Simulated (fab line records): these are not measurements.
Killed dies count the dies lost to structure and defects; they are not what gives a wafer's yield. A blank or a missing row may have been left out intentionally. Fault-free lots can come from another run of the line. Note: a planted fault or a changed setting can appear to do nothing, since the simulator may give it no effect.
fab line records	flow nand_harc
record: lots: 6	wafers: 18	last_day: 32
route steps=1302 shown P_BONDPAD@360
lots that met no fault: from a run of the same line without faults
start_h: hours from the record's opening day to when the first of the lot's shown wafers began	wait_h: hours from the lot's prior step to this one	" as in the row above	L1.1+2: several wafers, shown together as one row	- either no value or no given start	* or withheld: withheld	< > ~ a bound
route shown NAME@n: a module of which the file shows steps, and the number in the route of the first	usual: mean/standard deviation taken from wafers without a fault	same: alike in all rows	chamber/n: place in a boat	sites: the reading at each site	_std_site: standard deviation across them	_edge_site: the outer-site mean with the inner-site mean subtracted	radius_mm: how far each site lies from the wafer's centre	mask NAME#n: copy n	behind: the most recent tool/chamber to have shaped the wafer	hold: why the lot went on hold/how many hours it stayed there/how the hold came to an end	device: whichever transistor did not switch (one of n, p or np)	end of line: the same wafers' tests at the end of the route	a step without rows: its recipe alone	killed: not the wafer's yield, but the dies lost to structure and defects at the first sort	map: a wafer's dies, marking killed ones x, the rest . and places with no die _
set.NAME: setting as actually run; set.NAME@STEP: the setting as run at that earlier step	model.NAME: the simulator's own value behind a step, which no gauge read
lots at some steps of the route; a table a step, a row a wafer
services: the hour from which a tool's chamber was out of use, counted from the record's first day as start_h (under 0 if before that day), plus the number of hours and why
== steps ==
step: NHARC_P_BONDPAD_EBR_05
step: NHARC_P_BONDPAD_EXPOSE_06
recipe: na: 0.55	dose_mj: 37.06	mask_id: P_BPAD
step: NHARC_P_BONDPAD_PEB_07
recipe: peb_temp_c: 128	peb_time_s: 80
step: NHARC_P_BONDPAD_DEVELOP_08
recipe: time_s: 50	dev_temp_c: 22
step: NHARC_P_BONDPAD_CD_MEAS_09
recipe: target_cd_nm: 500	landing_energy_ev: 500
usual: cd_nm: 499.5/2.2
same: landing_energy_ev: 500
lot.wafer	tool	chamber	start_h	wait_h	cd_nm
L658.1	cd_sem-01	0	131.14	-	497.0
L658.4	"	0	"	"	498.0
L658.5	"	0	"	"	498.0
L665.2	cd_sem-03	0	213.99	-	502.5
L665.3	"	0	"	"	501.5
L665.5	"	0	"	"	497.9
L666.2	cd_sem-01	0	214.29	-	495.9
L666.4	"	0	"	"	500.6
L666.5	"	0	"	"	498.4
L675.2	cd_sem-01	0	304.35	-	498.5
L675.5	"	0	"	"	496.1
L675.6	"	0	"	"	499.3
L676.1	cd_sem-02	0	320.70	-	501.2
L676.5	"	0	"	"	501.3
L676.6	"	0	"	"	499.1
L678.2	cd_sem-01	0	334.79	-	496.7
L678.3	"	0	"	"	504.6
L678.5	"	0	"	"	503.2
step: NHARC_P_BONDPAD_OVL_MEAS_38
usual: overlay_x_nm: 4/5.9	overlay_y_nm: 1/6.9
lot.wafer	tool	chamber	start_h	wait_h	overlay_x_nm	overlay_y_nm
L658.1	overlay-01	-	131.23	-	1	1
L658.4	"	-	"	"	1	1
L658.5	"	-	"	"	2	1
L665.2	overlay-02	-	214.07	-	8	4
L665.3	"	-	"	"	9	4
L665.5	"	-	"	"	8	4
L666.2	overlay-01	-	214.38	-	6	10
L666.4	"	-	"	"	6	10
L666.5	"	-	"	"	6	11
L675.2	overlay-01	-	304.43	-	0	6
L675.5	"	-	"	"	0	6
L675.6	"	-	"	"	0	6
L676.1	overlay-02	-	320.79	-	2	5
L676.5	"	-	"	"	2	6
L676.6	"	-	"	"	2	6
L678.2	overlay-01	-	334.88	-	3	5
L678.3	"	-	"	"	2	5
L678.5	"	-	"	"	2	5
step: NHARC_P_BONDPAD_HARDBAKE_10
recipe: temp_c: 118	time_s: 65
step: NHARC_P_BONDPAD_DESCUM_11
recipe: time_s: 3	o2_flow_sccm: 200	ar_flow_sccm: 0	bias_power_w: 0	chemistry: O2
usual: chamber_pressure_mTorr: 59.99/0.052	drypump_motor_current_A: 5.90/0.28	oes_product_au: 0.999/0.015	rf_vpp_V: 57.9/0.95	showerhead_plenum_p_Torr: 1.92/0.077	throttle_valve_pct: 11.313/0.0092
lot.wafer	tool	chamber	start_h	wait_h	chamber_pressure_mTorr	drypump_motor_current_A	oes_product_au	rf_hours_counter_h	rf_vpp_V	showerhead_plenum_p_Torr	throttle_valve_pct
L658.4	rie_diel-12	0	131.36	-	59.91	5.92	1.004	0.5	56.7	1.87	11.333
L658.1	"	2	"	"	60.04	5.85	1.006	0.4	59.1	2.00	11.301
L658.5	"	0	"	"	59.95	5.94	1.004	-	59.3	1.87	11.318
L665.3	rie_diel-12	1	214.21	-	59.98	5.79	1.011	2.4	57.8	2.03	11.310
L665.2	"	2	"	"	60.01	5.88	1.002	2.6	57.5	2.00	11.309
L665.5	"	0	"	"	60.04	5.89	1.004	-	57.3	1.86	11.314
L666.4	rie_diel-10	3	214.50	-	59.90	6.07	0.996	9.9	56.1	1.79	11.311
L666.2	"	1	"	"	59.97	6.51	1.005	7.4	58.4	1.78	11.299
L666.5	"	3	"	"	60.06	6.05	0.995	-	57.0	1.79	11.315
L675.2	rie_diel-10	3	304.56	-	59.99	6.06	0.999	2.7	56.0	1.79	11.311
L675.6	"	3	"	"	60.00	6.10	1.009	-	58.3	1.78	11.323
L675.5	"	0	"	"	60.00	5.93	1.008	-	57.7	1.88	11.309
L676.1	rie_diel-05	2	320.92	-	59.99	5.37	1.004	4.2	57.9	1.90	11.317
L676.6	"	1	"	"	59.99	5.96	0.993	-	58.6	2.01	11.318
L676.5	"	2	"	"	60.06	5.37	0.993	-	58.6	1.90	11.320
L678.2	rie_diel-05	1	335.00	-	60.01	5.92	0.999	4.5	57.9	2.01	11.310
L678.3	"	2	"	"	59.94	5.37	1.012	4.6	58.7	1.90	11.325
L678.5	"	2	"	"	59.95	5.37	1.010	-	56.9	1.90	11.296
step: NHARC_P_BONDPAD_ETCH_37
recipe: target_depth_a: 600	overetch_a: 180	time_s: 65.91	ion_energy_ev: 200	n2_flow_sccm: 150	h2_flow_sccm: 150	ar_flow_sccm: 0	rf_w: 400	bias_w: 150	chemistry: N2/H2
usual: bias_w: 150.0/0.43	chamber_pressure_mTorr: 29.999/0.027	drypump_motor_current_A: 5.92/0.28	oes_product_au: 1.000/0.015	rf_vpp_V: 430.9/2.5	showerhead_plenum_p_Torr: 2.05/0.084	throttle_valve_pct: 14.173/0.0084
lot.wafer	tool	chamber	start_h	wait_h	bias_w	chamber_pressure_mTorr	drypump_motor_current_A	oes_product_au	rf_hours_counter_h	rf_vpp_V	showerhead_plenum_p_Torr	throttle_valve_pct
L658.1	rie_diel-12	2	131.44	0.1	150.4	30.009	5.90	1.017	0.4	433.7	2.14	14.158
L658.4	"	1	"	"	150.4	30.009	5.86	0.998	0.4	435.6	2.17	14.175
L658.5	"	2	"	"	150.6	30.017	5.88	1.008	-	434.6	2.14	14.186
L665.3	rie_diel-12	3	214.28	0.1	150.1	30.020	5.60	0.999	3.0	431.8	2.07	14.165
L665.2	"	1	"	"	149.5	30.012	5.81	0.995	2.4	435.0	2.17	14.194
L665.5	"	3	"	"	150.1	29.989	5.58	1.000	-	431.9	2.07	14.174
L666.2	rie_diel-10	1	214.59	0.1	149.6	29.922	6.48	0.999	7.4	426.7	1.89	14.164
L666.4	"	3	"	"	150.0	29.985	6.06	0.998	9.9	427.5	1.90	14.180
L666.5	"	0	"	"	150.0	29.998	5.90	1.025	-	428.3	2.00	14.181
L675.2	rie_diel-10	2	304.66	0.1	150.2	29.973	5.96	1.014	3.0	426.5	1.90	14.180
L675.5	"	3	"	"	150.4	29.989	6.02	0.995	-	426.2	1.90	14.192
L675.6	"	0	"	"	149.0	29.985	5.95	1.016	-	429.3	2.00	14.159
L676.1	rie_diel-05	0	321.01	0.1	151.0	30.010	5.98	0.972	4.2	430.8	2.10	14.180
L676.5	"	2	"	"	150.4	29.962	5.37	1.007	-	429.7	2.02	14.169
L676.6	"	3	"	"	149.8	29.992	6.34	1.016	-	432.1	2.08	14.183
L678.2	rie_diel-05	0	335.10	0.1	150.9	29.982	5.94	0.974	4.5	432.2	2.10	14.165
L678.3	"	2	"	"	149.8	30.009	5.37	1.001	4.6	429.8	2.02	14.171
L678.5	"	3	"	"	150.7	30.016	6.35	1.015	-	432.0	2.08	14.166
step: NHARC_P_BONDPAD_ETCH_12
recipe: target_depth_a: 2000	time_s: 100	chf3_flow_sccm: 50	o2_flow_sccm: 10	ar_flow_sccm: 200	rf_w: 500	bias_w: 200	chemistry: CHF3/O2
usual: bias_w: 199.9/0.57	chamber_pressure_mTorr: 25.002/0.02	drypump_motor_current_A: 5.91/0.29	oes_product_au: 0.945/0.023	rf_vpp_V: 370.9/2.1	showerhead_plenum_p_Torr: 2.42/0.092	throttle_valve_pct: 20.571/0.0094
lot.wafer	tool	chamber	start_h	wait_h	bias_w	chamber_pressure_mTorr	drypump_motor_current_A	oes_product_au	rf_hours_counter_h	rf_vpp_V	showerhead_plenum_p_Torr	throttle_valve_pct
L658.4	rie_diel-12	0	-	-	200.4	24.988	5.96	0.958	0.5	371.0	2.34	20.588
L658.1	"	3	"	"	200.4	25.015	5.57	0.977	0.5	372.3	2.44	20.572
L658.5	"	1	"	"	198.7	25.038	5.84	0.942	-	374.9	2.55	20.592
L665.3	rie_diel-12	2	-	-	199.5	25.020	5.88	0.932	2.6	372.4	2.51	20.579
L665.2	"	0	"	"	200.8	24.992	5.94	0.930	3.0	370.8	2.34	20.572
L665.5	"	1	"	"	199.4	24.979	5.81	0.924	-	373.9	2.55	20.575
L666.2	rie_diel-10	1	-	-	199.8	25.041	6.51	0.930	7.5	367.7	2.24	20.592
L666.4	"	3	"	"	200.4	25.010	6.09	0.915	9.9	366.8	2.25	20.580
L666.5	"	0	"	"	199.2	24.977	5.92	0.937	-	370.3	2.36	20.567
L675.2	rie_diel-10	2	-	-	200.2	24.994	5.97	0.925	3.0	365.8	2.25	20.572
L675.6	"	0	"	"	200.3	24.960	5.90	0.935	-	371.5	2.36	20.571
L675.5	"	1	"	"	199.4	24.960	6.50	0.906	-	366.7	2.24	20.548
L676.1	rie_diel-05	0	-	-	200.0	24.994	5.99	0.911	4.2	371.2	2.46	20.560
L676.5	"	1	"	"	199.5	25.006	5.95	0.932	-	374.2	2.51	20.569
L676.6	"	2	"	"	200.1	24.995	5.36	0.929	-	371.3	2.38	20.569
L678.3	rie_diel-05	1	-	-	200.6	24.986	5.90	0.955	4.5	372.4	2.51	20.560
L678.2	"	2	"	"	200.6	25.023	5.35	0.968	4.6	369.6	2.38	20.568
L678.5	"	0	"	"	199.9	25.016	5.96	0.952	-	372.0	2.46	20.569
step: NHARC_P_BONDPAD_CD_MEAS_13
usual: cd_nm: 498.5/2.4
lot.wafer	tool	chamber	start_h	wait_h	cd_nm
L658.1	cd_sem-01	-	131.67	-	495.7
L658.4	"	-	"	"	498.5
L658.5	"	-	"	"	496.0
L665.2	cd_sem-03	-	214.51	-	501.7
L665.3	"	-	"	"	501.6
L665.5	"	-	"	"	496.7
L666.2	cd_sem-01	-	214.82	-	493.2
L666.4	"	-	"	"	497.8
L666.5	"	-	"	"	496.8
L675.2	cd_sem-03	-	304.87	-	498.6
L675.5	"	-	"	"	494.7
L675.6	"	-	"	"	497.5
L676.1	cd_sem-02	-	321.22	-	500.3
L676.5	"	-	"	"	499.8
L676.6	"	-	"	"	497.7
L678.2	cd_sem-03	-	335.32	-	495.4
L678.3	"	-	"	"	503.1
L678.5	"	-	"	"	503.7
step: NHARC_P_BONDPAD_STRIP_15
recipe: o2_flow_sccm: 500	ar_flow_sccm: 0	bias_w: 0	chemistry: O2
usual: chamber_pressure_mTorr: 60.00/0.056	drypump_motor_current_A: 5.95/0.29	oes_product_au: 1.002/0.014	rf_vpp_V: 57.8/0.9	showerhead_plenum_p_Torr: 3.51/0.15	throttle_valve_pct: 17.036/0.0085
lot.wafer	tool	chamber	start_h	wait_h	chamber_pressure_mTorr	drypump_motor_current_A	oes_product_au	rf_hours_counter_h	rf_vpp_V	showerhead_plenum_p_Torr	throttle_valve_pct
L658.1	rie_diel-10	2	131.76	0.1	60.08	6.00	0.994	4.3	56.2	3.31	17.040
L658.4	"	3	"	"	59.93	6.04	1.002	3.7	55.6	3.31	17.031
L658.5	"	2	"	"	59.97	5.97	1.003	-	58.4	3.31	17.032
L665.3	rie_diel-12	0	214.62	0.1	59.97	5.95	1.020	3.0	57.3	3.44	17.032
L665.2	"	1	"	"	59.97	5.83	1.004	2.4	57.5	3.74	17.024
L665.5	"	2	"	"	60.00	5.84	1.017	-	57.4	3.68	17.021
L666.2	rie_diel-10	2	214.92	0.1	60.01	5.94	0.987	9.1	56.7	3.31	17.043
L666.4	"	0	"	"	59.93	5.94	1.021	10.1	58.6	3.47	17.029
L666.5	"	1	"	"	60.03	6.52	0.996	-	56.3	3.30	17.045
L675.2	rie_diel-10	3	304.98	0.1	60.08	6.06	1.003	2.8	59.1	3.31	17.036
L675.5	"	1	"	"	60.02	6.51	0.980	-	57.1	3.29	17.033
L675.6	"	2	"	"	60.00	6.00	1.011	-	57.8	3.31	17.040
L676.1	rie_diel-12	1	321.33	0.1	59.95	5.84	0.994	1.6	57.1	3.73	17.039
L676.5	"	3	"	"	60.09	5.60	1.002	-	56.9	3.57	17.038
L676.6	"	0	"	"	60.10	6.00	0.992	-	57.3	3.44	17.044
L678.3	rie_diel-12	0	335.41	0.1	60.01	5.96	0.989	2.0	57.1	3.44	17.047
L678.2	"	1	"	"	60.07	5.83	0.999	1.8	56.2	3.73	17.041
L678.5	"	0	"	"	60.00	5.98	0.997	-	58.1	3.44	17.044
step: NHARC_P_BONDPAD_ETCH_24
recipe: target_depth_a: 300	over_etch_frac: 0.3	time_s: 72.99	ion_energy_ev: 150	cf4_flow_sccm: 50	n2_flow_sccm: 100	ar_flow_sccm: 150	rf_w: 300	bias_w: 100	chemistry: CF4/N2
usual: bias_w: 100.05/0.29	cf4_flow_sccm: 50.00/0.14	chamber_pressure_mTorr: 30.002/0.027	drypump_motor_current_A: 5.93/0.28	oes_product_au: 1.002/0.012	rf_vpp_V: 314.0/2.1	showerhead_plenum_p_Torr: 2.61/0.11	throttle_valve_pct: 19.796/0.0096
lot.wafer	tool	chamber	start_h	wait_h	bias_w	cf4_flow_sccm	chamber_pressure_mTorr	drypump_motor_current_A	oes_product_au	rf_hours_counter_h	rf_vpp_V	showerhead_plenum_p_Torr	throttle_valve_pct
L658.4	rie_diel-10	0	131.90	-	99.55	50.01	30.008	5.94	1.010	3.6	313.3	2.59	19.784
L658.1	"	3	"	"	99.76	50.21	29.945	6.10	0.997	3.7	311.0	2.46	19.800
L658.5	"	1	"	"	100.31	49.97	30.055	6.47	1.006	-	312.4	2.45	19.803
L665.3	rie_diel-12	0	214.74	-	-	-	-	-	-	-	-	-	-
L665.2	"	1	"	"	-	-	-	-	-	-	-	-	-
L665.5	"	0	"	"	-	-	-	-	-	-	-	-	-
L666.2	rie_diel-10	2	215.07	-	-	-	-	-	-	-	-	-	-
L666.4	"	3	"	"	-	-	-	-	-	-	-	-	-
L666.5	"	0	"	"	-	-	-	-	-	-	-	-	-
L675.2	rie_diel-10	3	305.10	-	100.40	50.16	30.005	6.05	0.994	2.8	311.6	2.46	19.788
L675.5	"	2	"	"	100.20	50.30	29.961	5.95	1.013	-	311.4	2.46	19.790
L675.6	"	3	"	"	100.23	50.07	30.052	6.05	0.987	-	311.3	2.46	19.806
L676.1	rie_diel-12	3	321.45	-	99.61	49.94	29.976	5.55	1.000	1.7	314.4	2.66	19.793
L676.6	"	3	"	"	99.82	49.89	29.977	5.56	1.001	-	313.8	2.66	19.800
L676.5	"	0	"	"	99.54	50.28	30.003	5.94	0.999	-	312.3	2.56	19.798
L678.3	rie_diel-12	2	335.55	-	100.28	50.13	30.009	5.89	1.028	1.4	317.4	2.74	19.782
L678.2	"	3	"	"	100.35	50.07	29.984	5.60	1.004	1.9	313.4	2.66	19.805
L678.5	"	2	"	"	100.01	50.08	30.032	5.89	1.018	-	315.9	2.74	19.781
step: NHARC_P_BONDPAD_STRIP_16
recipe: time_s: 600	temp_c: 30	chemistry: post_etch_residue_remover
== services ==
tool	chamber	start_h	hours	kind
rie_diel-10	0	123.50	-	clean
rie_diel-10	1	123.50	-	clean
rie_diel-10	2	123.50	-	clean
rie_diel-10	3	123.50	-	clean
rie_diel-12	0	124.96	-	clean
rie_diel-12	1	124.96	-	clean
rie_diel-12	2	124.96	-	clean
rie_diel-12	3	124.96	-	clean
rie_diel-12	1	139.26	4.8	repair
rie_diel-12	2	146.82	6.7	repair
rie_diel-10	0	148.16	-	clean
rie_diel-10	1	148.16	-	clean
rie_diel-10	2	148.16	-	clean
rie_diel-10	3	148.16	-	clean
rie_diel-12	1	159.29	3.9	repair
rie_diel-12	0	208.82	1.9	repair
rie_diel-05	3	216.91	8.7	repair
rie_diel-05	-	229.93	9.0	pm
rie_diel-10	-	242.50	9.0	pm
rie_diel-12	3	264.07	2.9	repair
rie_diel-12	-	268.49	9.0	pm
rie_diel-10	-	276.55	0.3	repair
rie_diel-10	0	281.81	17.0	repair
rie_diel-12	-	299.90	0.9	repair
== key ==
first_sign: step: NHARC_P_BONDPAD_ETCH_24	reading: tool_record	direction: missing
effect none on later readings
met_at NHARC_P_BONDPAD_ETCH_24
struck_wafers L665.2,L665.3,L665.5,L666.2,L666.4,L666.5
later_rows_left_out L665.2,L665.3,L665.5,L666.2,L666.4,L666.5
sort_left_out L665.2,L665.3,L665.5,L666.2,L666.4,L666.5
onset_between 131.90 214.74
fault: kind: skipped_step_whole	tool: rie_diel-10,rie_diel-12	chamber: -	onset_h: 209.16	steps: NHARC_P_BONDPAD_ETCH_24	scope: struck_lots_only
sort_left_out: the simulated sort isn't trusted on such a fault, so these wafers' sort isn't shown, and their yield isn't known
later_rows_left_out: the simulator's readings of these wafers behind a module that went badly wrong aren't trusted and aren't shown, but for the sort
